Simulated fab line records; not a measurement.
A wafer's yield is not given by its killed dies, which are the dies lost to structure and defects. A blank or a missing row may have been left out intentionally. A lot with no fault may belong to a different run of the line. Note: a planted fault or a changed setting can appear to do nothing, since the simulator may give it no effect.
fab line records | flow n5-finfet
record: lots: 5 wafers: 15 last-day: 17
route steps=1938 shown BEOL_M1@788 BEOL_M4@1111
lots untouched by any fault: they come from a run of this same line in which no faults occurred
start-h: the number of hours between the record's first day and the start of the first shown wafer of the lot | wait-h: hours from the lot's prior step to this one | " as in the row above | L1.1+2: several wafers, shown together as one row | - no value present, or no start provided | * or withheld: withheld | < > ~ a bound
route shown NAME@n: a module of which the file shows steps, and the number in the route of the first | usual: mean/standard deviation of fault-free wafers | same: alike in all rows | chamber/n: place in a boat | sites: readings site by site | _std_site: how widely they spread, as a standard deviation | _edge_site: the outer-site mean with the inner-site mean subtracted | radius-mm: how far each site lies from the wafer's centre | mask NAME#n: copy n | behind: the tool/chamber that last shaped the wafer | hold: cause of the lot's hold/its duration in hours/its outcome | device: names the non-switching transistor (n, p or np) | end of line: the same wafers' tests at the end of the route | a step with no rows: only its recipe | killed: dies lost to structure and defects at the first sort, not the wafer's yield | map: per-die view of a wafer (x killed, . not killed, _ where there is no die)
set.NAME: setting as actually run; set.NAME@STEP: the setting as run at that earlier step | model.NAME: the simulator's own value behind a step, which no gauge read
a table for each step, a row for each wafer; lots at some steps of the route
services: a tool's chamber out of use, with start hour (start-h, from the record's first day; less than 0 if before it), hours out, and reason
== steps ==
step: N5_BEOL_M1_INSPECT_30
recipe: mode: adi inspect-instrument: brightfield
usual: raw-defect-count: 373/77
columns lot.wafer tool chamber start-h wait-h raw-defect-count
L432.2 defect-inspect-02 - 126.40 0.0 547
L432.3 " - " " 500
L432.6 " - " " 285
L442.1 defect-inspect-01 - 193.91 0.1 306
L442.5 " - " " 272
L442.6 " - " " 306
L445.2 defect-inspect-02 - 208.06 0.0 356
L445.5 " - " " 492
L445.6 " - " " 463
L447.1 defect-inspect-02 - 218.55 0.1 251
L447.3 " - " " 284
L447.4 " - " " 293
L454.3 defect-inspect-02 - 261.85 0.0 436
L454.4 " - " " 495
L454.6 " - " " 415
step: N5_BEOL_M1_DESCUM_33
recipe: chemistry: O2 time-s: 7 source-power-w: 50 bias-power-w: 20 pressure-mtorr: 20 rf-frequency-hz: 2.712e+07 temp-c: 40 resist: CAR-EUV o2-flow-sccm: 225
step: N5_BEOL_M1_ETCH_77
recipe: chemistry: N2/H2 target: underlayer target-depth-a: 65 mask-material: CAR-EUV time-s: 5.2 ion-energy-ev: 200 pressure-mtorr: 30 source-w: 840 bias-w: 150 n2-flow-sccm: 200 h2-flow-sccm: 200 ends: cleared
step: N5_BEOL_M1_ETCH_69
recipe: chemistry: CF4 target: SiARC target-depth-a: 156 mask-material: CAR-EUV time-s: 26 ion-energy-ev: 80 pressure-mtorr: 40 source-w: 545 bias-w: 36 Ar_flow_sccm: 100 cf4-flow-sccm: 100 ends: cleared
usual: drypump-motor-current-A: 5.7/0.36 etch-rf-on-time-s: 25.8/0.41 oes-product-au: 0.69/0.064 rf-fwd-power-W: 532.6/2.6 rf-vpp-V: 184.0/0.99 showerhead-plenum-p-Torr: 2.15/0.038 throttle-valve-pct: 15.6/0.3
columns lot.wafer tool chamber start-h wait-h drypump-motor-current-A etch-rf-on-time-s oes-product-au rf-fwd-power-W rf-hours-counter-h rf-vpp-V showerhead-plenum-p-Torr throttle-valve-pct
L432.2 rie-diel-05 1 126.49 0.0 6.2 26.0 0.70 529.7 79 182.8 2.17 15.8
L432.3 " 3 " " 5.4 25.7 0.66 533.2 155 184.6 2.14 16.1
L432.6 " 1 " " 6.2 26.0 0.71 530.3 - 184.9 2.17 15.8
L442.1 rie-diel-01 1 194.32 0.0 5.7 26.0 0.71 532.4 81 183.5 2.17 15.5
L442.5 " 0 " " 5.6 25.5 0.66 531.4 - 184.1 2.15 15.6
L442.6 " 1 " " 5.7 25.9 0.71 528.7 - 184.7 2.17 15.5
L445.2 rie-diel-05 2 208.14 0.0 5.0 25.0 0.77 535.9 33 185.2 2.18 15.0
L445.5 " 1 " " 6.2 25.8 0.69 530.3 - 185.1 2.16 15.9
L445.6 " 2 " " 5.0 25.3 0.76 534.3 - 183.3 2.18 15.0
L447.1 rie-diel-01 3 218.64 0.0 5.2 25.2 0.83 533.4 8 185.5 2.19 15.3
L447.3 " 0 " " 5.6 25.6 0.66 531.0 148 183.6 2.14 15.6
L447.4 " 1 " " 5.7 25.9 0.71 527.6 89 183.9 2.17 15.5
L454.3 rie-diel-03 1 261.99 0.0 6.2 26.7 0.62 531.2 - 186.0 2.22 15.6
L454.4 " 0 " " 6.2 26.5 0.65 530.1 - 181.7 2.06 15.4
L454.6 " 0 " " 6.2 26.4 0.65 530.7 - 182.8 2.06 15.4
step: N5_BEOL_M1_ALD_98
recipe: material: SiO2 target-thk-a: 25 temp-c: 100 ald-precursor-family: BDEAS ald-co-reactant: O2-plasma pulse-time-s: 1 co-reactant-pulse-time-s: 1 purge-time-s: 2 co-reactant-purge-time-s: 2 ald-cycles: 17 pressure-torr: 2
step: N5_BEOL_M1_ETCHBACK_99
recipe: chemistry: CHF3 target: SiO2 target-depth-a: 50 time-s: 10.4 source-w: 215 bias-w: 47 Ar_flow_sccm: 200 CHF3_flow_sccm: 12 ion-energy-ev: 100 pressure-mtorr: 30
usual: CHF3_flow_sccm: 12.00/0.037 drypump-motor-current-A: 5.7/0.38 oes-product-au: 0.80/0.074 rf-fwd-power-W: 212.4/1.2 rf-vpp-V: 240.4/2.6 showerhead-plenum-p-Torr: 2.16/0.048 throttle-valve-pct: 17.02/0.28
columns lot.wafer tool chamber start-h wait-h CHF3_flow_sccm drypump-motor-current-A oes-product-au rf-fwd-power-W rf-hours-counter-h rf-vpp-V showerhead-plenum-p-Torr throttle-valve-pct
L432.2 rie-diel-05 0 127.70 1.1 11.96 5.7 0.71 211.9 211 237.0 2.13 17.41
L432.3 " 3 " " 12.06 5.4 0.76 211.6 156 237.8 2.15 17.49
L432.6 " 0 " " 12.04 5.7 0.71 210.9 - 239.2 2.13 17.42
L442.1 rie-diel-05 2 198.47 3.3 11.98 5.0 0.90 213.8 31 235.5 2.20 16.52
L442.5 " 2 " " 12.08 5.0 0.90 214.3 - 235.1 2.20 16.50
L442.6 " 1 " " 11.97 6.2 0.79 211.1 - 240.1 2.17 17.32
L445.2 rie-diel-01 0 210.96 1.7 12.04 5.6 0.76 210.9 146 239.3 2.16 17.09
L445.5 " 1 " " 11.97 5.7 0.83 212.8 - 245.3 2.18 17.01
L445.6 " 2 " " 11.98 5.7 0.84 214.1 - 242.7 2.09 16.74
L447.1 rie-diel-01 1 228.69 9.8 12.06 5.7 0.83 212.3 92 244.6 2.18 17.02
L447.3 " 2 " " 11.97 5.7 0.82 212.9 70 241.6 2.09 16.74
L447.4 " 3 " " 12.04 5.1 0.96 213.0 11 239.9 2.20 16.74
L454.3 rie-diel-03 0 262.62 0.2 12.00 6.2 0.77 212.8 - 240.3 2.07 16.85
L454.4 " 1 " " 11.97 6.1 0.72 212.5 - 241.8 2.24 17.08
L454.6 " 1 " " 12.01 6.1 0.73 212.1 - 242.1 2.24 17.07
step: N5_BEOL_M1_ETCH_70
recipe: chemistry: N2/H2 target: SOC target-depth-a: 800 overetch-a: 160 mask-material: SiARC temp-c: 40 time-s: 120 ion-energy-ev: 200 pressure-mtorr: 30 source-w: 840 bias-w: 150 n2-flow-sccm: 200 h2-flow-sccm: 200
usual: drypump-motor-current-A: 5.8/0.39 oes-product-au: 0.61/0.053 rf-fwd-power-W: 835.7/2.9 rf-vpp-V: 524.0/1.8 showerhead-plenum-p-Torr: 2.55/0.058 throttle-valve-pct: 17.75/0.29
columns lot.wafer tool chamber start-h wait-h drypump-motor-current-A oes-product-au rf-fwd-power-W rf-hours-counter-h rf-vpp-V showerhead-plenum-p-Torr throttle-valve-pct
L432.2 rie-diel-05 0 127.73 0.0 5.7 0.54 833.7 211 523.3 2.51 18.07
L432.3 " 3 " " 5.4 0.58 831.6 156 524.3 2.53 18.14
L432.6 " 0 " " 5.7 0.54 830.9 - 521.7 2.51 18.08
L442.1 rie-diel-05 2 198.50 0.0 5.0 0.67 838.1 31 525.0 2.59 17.11
L442.5 " 2 " " 5.0 0.66 840.8 - 525.0 2.59 17.12
L442.6 " 1 " " 6.2 0.61 835.6 - 525.1 2.56 18.09
L445.2 rie-diel-01 0 211.00 0.0 5.6 0.58 830.7 146 524.5 2.55 17.89
L445.5 " 1 " " 5.7 0.64 835.8 - 525.3 2.57 17.71
L445.6 " 2 " " 5.7 0.63 836.9 - 522.5 2.47 17.40
L447.1 rie-diel-01 1 228.72 0.0 5.8 0.63 835.0 92 524.3 2.57 17.74
L447.3 " 2 " " 5.7 0.63 832.9 70 521.6 2.46 17.42
L447.4 " 3 " " 5.2 0.73 840.9 11 525.4 2.61 17.51
L454.3 rie-diel-03 0 262.70 0.1 6.2 0.58 834.9 - 519.9 2.44 17.56
L454.4 " 1 " " 6.2 0.56 838.7 - 525.4 2.64 17.88
L454.6 " 1 " " 6.2 0.56 837.9 - 525.9 2.64 17.89
step: N5_BEOL_M1_STRIP_71
recipe: chemistry: N2/H2 temp-c: 40 n2-flow-sccm: 200 h2-flow-sccm: 200 rf-frequency-hz: 6e+07
step: N5_BEOL_M1_STRIP_78
recipe: chemistry: N2/H2 temp-c: 40 n2-flow-sccm: 200 h2-flow-sccm: 200 rf-frequency-hz: 6e+07
step: N5_BEOL_M1_VIA_ETCH_34
recipe: chemistry: C4F6/O2 target-depth-a: 678 mask-material: SOC pressure-mtorr: 15 ion-energy-ev: 250 taper-deg: 4 time-s: 64.4 source-w: 350 bias-w: 170 Ar_flow_sccm: 300 C4F6_flow_sccm: 10 O2_flow_sccm: 10
usual: drypump-motor-current-A: 5.7/0.39 oes_o_777_au: 0.80/0.069 oes-product-au: 0.80/0.073 rf-fwd-power-W: 347.0/1.6 rf-vpp-V: 664/6.7 showerhead-plenum-p-Torr: 2.85/0.062 throttle-valve-pct: 30.7/0.32
columns lot.wafer tool chamber start-h wait-h drypump-motor-current-A oes_o_777_au oes-product-au rf-fwd-power-W rf-hours-counter-h rf-vpp-V showerhead-plenum-p-Torr throttle-valve-pct
L432.2 rie-diel-05 0 127.83 0.0 5.7 0.73 0.71 348.5 211 656 2.82 31.1
L432.3 " 3 " " 5.4 0.77 0.76 347.0 156 657 2.83 31.2
L432.6 " 0 " " 5.7 0.72 0.70 348.9 - 657 2.82 31.0
L442.1 rie-diel-05 2 198.60 0.0 5.0 0.90 0.90 347.1 31 652 2.90 30.2
L442.5 " 2 " " 5.0 0.90 0.89 347.3 - 651 2.90 30.2
L442.6 " 1 " " 6.3 0.80 0.80 342.4 - 664 2.86 31.2
L445.2 rie-diel-01 0 211.10 0.0 5.6 0.77 0.76 344.2 146 662 2.85 30.8
L445.5 " 1 " " 5.7 0.83 0.83 348.7 - 679 2.88 30.8
L445.6 " 2 " " 5.7 0.82 0.84 349.4 - 670 2.76 30.3
L447.1 rie-diel-01 1 228.83 0.0 5.7 0.82 0.83 347.0 92 676 2.88 30.8
L447.3 " 2 " " 5.7 0.82 0.83 346.6 70 669 2.76 30.3
L447.4 " 3 " " 5.1 0.97 0.96 346.8 12 665 2.90 30.5
L454.3 rie-diel-03 0 262.83 0.0 6.2 0.77 0.77 347.4 - 660 2.73 30.4
L454.4 " 1 " " 6.2 0.72 0.71 347.5 - 671 2.95 30.8
L454.6 " 1 " " 6.2 0.72 0.72 348.8 - 672 2.95 30.8
step: N5_BEOL_M1_STRIP_83
recipe: chemistry: C4F6/O2 resist: SiARC rf-frequency-hz: 6e+07
step: N5_BEOL_M1_STRIP_36
recipe: chemistry: N2/H2 power-w: 450 temp-c: 40 pressure-mtorr: 20 rf-frequency-hz: 6e+07 overash-fraction: 0.3 bias-power-w: 7 h2-frac: 0.5 n2-flow-sccm: 200 h2-flow-sccm: 200
usual: drypump-motor-current-A: 5.8/0.38 oes-product-au: 0.80/0.073 rf-vpp-V: 59.0/1.4 showerhead-plenum-p-Torr: 2.54/0.058 throttle-valve-pct: 23.5/0.33
columns lot.wafer tool chamber start-h wait-h drypump-motor-current-A oes-product-au rf-hours-counter-h rf-vpp-V showerhead-plenum-p-Torr throttle-valve-pct
L432.2 rie-diel-05 0 127.89 0.0 5.7 0.71 211 60.7 2.51 23.8
L432.3 " 3 " " 5.4 0.75 156 63.4 2.53 23.9
L432.6 " 0 " " 5.7 0.71 - 57.2 2.51 23.8
L442.1 rie-diel-05 2 198.66 0.0 5.0 0.90 31 59.2 2.58 22.8
L442.5 " 2 " " 5.0 0.91 - 59.4 2.59 22.8
L442.6 " 1 " " 6.2 0.80 - 59.9 2.55 24.1
L445.2 rie-diel-01 0 211.16 0.0 5.6 0.76 146 58.5 2.55 23.7
L445.5 " 1 " " 5.7 0.83 - 58.5 2.57 23.5
L445.6 " 2 " " 5.7 0.84 - 59.4 2.46 23.1
L447.1 rie-diel-01 1 228.88 0.0 5.8 0.82 92 58.0 2.56 23.6
L447.3 " 2 " " 5.7 0.84 70 59.8 2.46 23.1
L447.4 " 3 " " 5.2 0.96 12 59.1 2.60 23.4
L454.3 rie-diel-03 0 262.92 0.0 6.2 0.76 - 58.0 2.44 23.3
L454.4 " 1 " " 6.1 0.71 - 57.0 2.64 23.8
L454.6 " 1 " " 6.2 0.74 - 59.1 2.64 23.8
step: N5_BEOL_M1_TRENCH_ETCH_37
recipe: chemistry: C4F6/O2 target-depth-a: 552.07 target: SiOC time-s: 29 ion-energy-ev: 250 pressure-mtorr: 30 source-w: 355 bias-w: 185 Ar_flow_sccm: 300 C4F6_flow_sccm: 10 O2_flow_sccm: 10
usual: drypump-motor-current-A: 5.7/0.39 oes_o_777_au: 0.81/0.07 oes-product-au: 0.80/0.073 rf-fwd-power-W: 350.0/2.2 rf-vpp-V: 664/6.9 showerhead-plenum-p-Torr: 2.85/0.062 throttle-valve-pct: 20.81/0.28
columns lot.wafer tool chamber start-h wait-h drypump-motor-current-A oes_o_777_au oes-product-au rf-fwd-power-W rf-hours-counter-h rf-vpp-V showerhead-plenum-p-Torr throttle-valve-pct model.etch.depth-nm model.BEOL_M1.feature-depth-nm model.TiN_of_BEOL_M1_HM_DEP_02.thk-nm
L432.2 rie-diel-05 0 127.93 - 5.7 0.73 0.71 350.3 211 656 2.82 21.18 54.94 55 17.6
L432.3 " 3 " " 5.4 0.77 0.76 352.3 156 659 2.84 21.30 54.97 55 17.4
L432.6 " 0 " " 5.7 0.73 0.71 349.7 - 656 2.82 21.18 54.96 55 17.6
L442.1 rie-diel-05 2 198.70 - 5.0 0.90 0.90 352.1 31 651 2.91 20.30 56.99 57 17.4
L442.5 " 2 " " 5.0 0.89 0.89 354.9 - 652 2.91 20.30 56.71 56.8 17.4
L442.6 " 1 " " 6.2 0.80 0.71 348.2 - 663 2.87 21.15 45.82 45.8 17.8
L445.2 rie-diel-01 0 211.20 - 5.6 0.78 0.75 346.2 146 663 2.85 20.86 55.3 55.4 17.4
L445.5 " 1 " " 5.8 0.82 0.84 349.2 - 677 2.88 20.81 55.94 56 17.2
L445.6 " 2 " " 5.7 0.83 0.84 352.7 - 671 2.76 20.50 56.16 56.2 17.4
L447.1 rie-diel-01 1 228.92 - 5.7 0.81 0.83 349.3 92 678 2.88 20.83 55.07 55 17.8
L447.3 " 2 " " 5.7 0.82 0.83 351.2 70 670 2.76 20.50 55.96 56 17.8
L447.4 " 3 " " 5.1 0.97 0.96 353.3 12 666 2.91 20.54 55.92 56 17.4
L454.3 rie-diel-03 0 262.97 - 6.2 0.76 0.76 350.1 - 660 2.74 20.57 54.64 54.6 17.8
L454.4 " 1 " " 6.2 0.72 0.72 350.4 - 672 2.95 20.86 54.56 54.6 17.8
L454.6 " 1 " " 6.1 0.72 0.73 350.2 - 671 2.95 20.85 54.32 54.4 17.8
step: N5_BEOL_M1_ETCH_41
recipe: chemistry: CH3F/O2 target: SiCN target-depth-a: 319 taper-deg: 2 time-s: 57.8 ion-energy-ev: 120 mask-material: TiN pressure-mtorr: 30 source-w: 395 bias-w: 75 Ar_flow_sccm: 150 CH3F_flow_sccm: 30 O2_flow_sccm: 20
step: N5_BEOL_M1_STRIP_97
recipe: chemistry: N2/H2 time-s: 10 power-w: 450 temp-c: 40 pressure-mtorr: 20 rf-frequency-hz: 6e+07 bias-power-w: 7 n2-flow-sccm: 200 h2-flow-sccm: 200
step: N5_BEOL_M1_OCD_MEAS_38
usual: trench-depth-nm: 55.2/0.76
columns lot.wafer tool chamber start-h wait-h trench-depth-nm
L432.2 ocd-02 - 128.10 - 55.0
L432.3 " - " " 54.9
L432.6 " - " " 55.5
L442.1 ocd-01 - 198.86 - 57.3
L442.5 " - " " 56.8
L442.6 " - " " 46.0
L445.2 ocd-01 - 211.36 - 55.7
L445.5 " - " " 56.1
L445.6 " - " " 56.3
L447.1 ocd-02 - 229.08 - 55.2
L447.3 " - " " 56.2
L447.4 " - " " 55.9
L454.3 ocd-02 - 263.18 - 54.7
L454.4 " - " " 54.7
L454.6 " - " " 54.2
step: N5_BEOL_M1_HM_STRIP_39
recipe: chemistry: peroxide-tin-strip material: TiN target-depth-a: 250 temp-c: 50 time-s: 158
step: N5_BEOL_M4_RC_MEAS_101
usual: DIBL_N: 36.4/1.4 DIBL_P: 36.3/1.5 IOFF_N: 0.162/0.023 IOFF_P: 0.211/0.027 ION_N: 676/9.7 ION_P: 463/6.4 SS_N: 71.5/0.5 SS_P: 73.3/0.6 VT_N: 249.3/2.5 VT_P: -249.9/2.8
columns lot.wafer tool chamber start-h wait-h DIBL_N[mV/V] DIBL_P[mV/V] IOFF_N[nA/um] IOFF_P[nA/um] ION_N[uA/um] ION_P[uA/um] SS_N[mV/dec] SS_P[mV/dec] VT_N[mV] VT_P[mV]
L432.2 prober-02 0 163.38 0.2 37.9 36.3 0.166 0.221 672 468 71.7 73.4 247.0 -250.0
L432.3 " 0 " " 38.3 36.5 0.171 0.229 684 462 71.6 74.2 247.7 -247.8
L432.6 " 0 " " 39.1 37.1 0.184 0.238 674 463 72.3 73.9 248.2 -246.5
L442.1 prober-01 0 236.34 0.0 36.4 35.6 0.152 0.209 680 476 71.3 72.6 248.2 -250.5
L442.5 " 0 " " 36.5 35.8 0.151 0.207 670 465 71.3 73.3 252.1 -249.0
L442.6 " 0 " " 36.3 35.5 0.145 0.208 672 473 71.1 73.1 250.7 -249.6
L445.2 prober-01 0 258.49 0.2 33.9 35.2 0.132 0.180 676 464 70.9 74.0 253.0 -251.8
L445.5 " 0 " " 35.7 37.3 0.163 0.220 681 464 71.7 73.7 249.6 -247.9
L445.6 " 0 " " 34.2 35.4 0.141 0.181 679 461 70.5 73.1 252.1 -252.0
L447.1 prober-02 0 271.91 0.0 38.6 38.0 0.176 0.249 680 474 71.5 73.5 247.9 -247.0
L447.3 " 0 " " 38.8 38.8 0.188 0.260 689 470 72.0 73.4 244.4 -246.2
L447.4 " 0 " " 38.8 38.2 0.177 0.236 674 463 72.0 73.6 246.5 -247.9
L454.3 prober-02 0 298.15 0.3 35.3 34.4 0.141 0.193 671 463 70.9 73.1 252.3 -248.1
L454.4 " 0 " " 35.9 34.8 0.142 0.200 669 466 71.2 73.0 250.9 -249.2
L454.6 " 0 " " 36.0 35.2 0.153 0.211 684 468 71.7 73.4 250.1 -249.5
== services ==
columns tool chamber start-h hours kind
rie-diel-05 0 106.62 15.8 repair
rie-diel-01 0 123.95 6.4 repair
rie-diel-01 3 177.08 - clean
rie-diel-01 3 177.08 - consumable-replace:focus-ring
rie-diel-01 3 177.08 12.5 scheduled-down
rie-diel-01 3 177.08 12.5 vent-cycle
rie-diel-01 - 232.90 2.8 pm
rie-diel-03 2 248.66 32.5 repair
rie-diel-05 - 255.94 4.4 repair
rie-diel-03 3 261.12 1.6 repair
rie-diel-05 0 261.54 - clean
rie-diel-05 0 261.54 - consumable-replace:focus-ring
rie-diel-05 0 261.54 20.1 scheduled-down
rie-diel-05 0 261.54 20.1 vent-cycle
== key ==
first-sign: step: N5_BEOL_M1_OCD_MEAS_38 reading: trench-depth-nm direction: down sigmas: 12 usual: 55.2 struck: 46.0
effect none on later readings
model-effect: step: N5_BEOL_M1_TRENCH_ETCH_37 value: etch.depth-nm without: 55.25 struck: 45.82
met-at N5_BEOL_M1_TRENCH_ETCH_37
struck-wafers L442.6
onset-between 127.93 198.70
fault: kind: process-parameter-drift tool: rie-diel-05 chamber: - onset-h: 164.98 steps: N5_BEOL_M1_TRENCH_ETCH_37 channel: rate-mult offset: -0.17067 shape: step end-h: 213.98 scope: struck-wafers-only
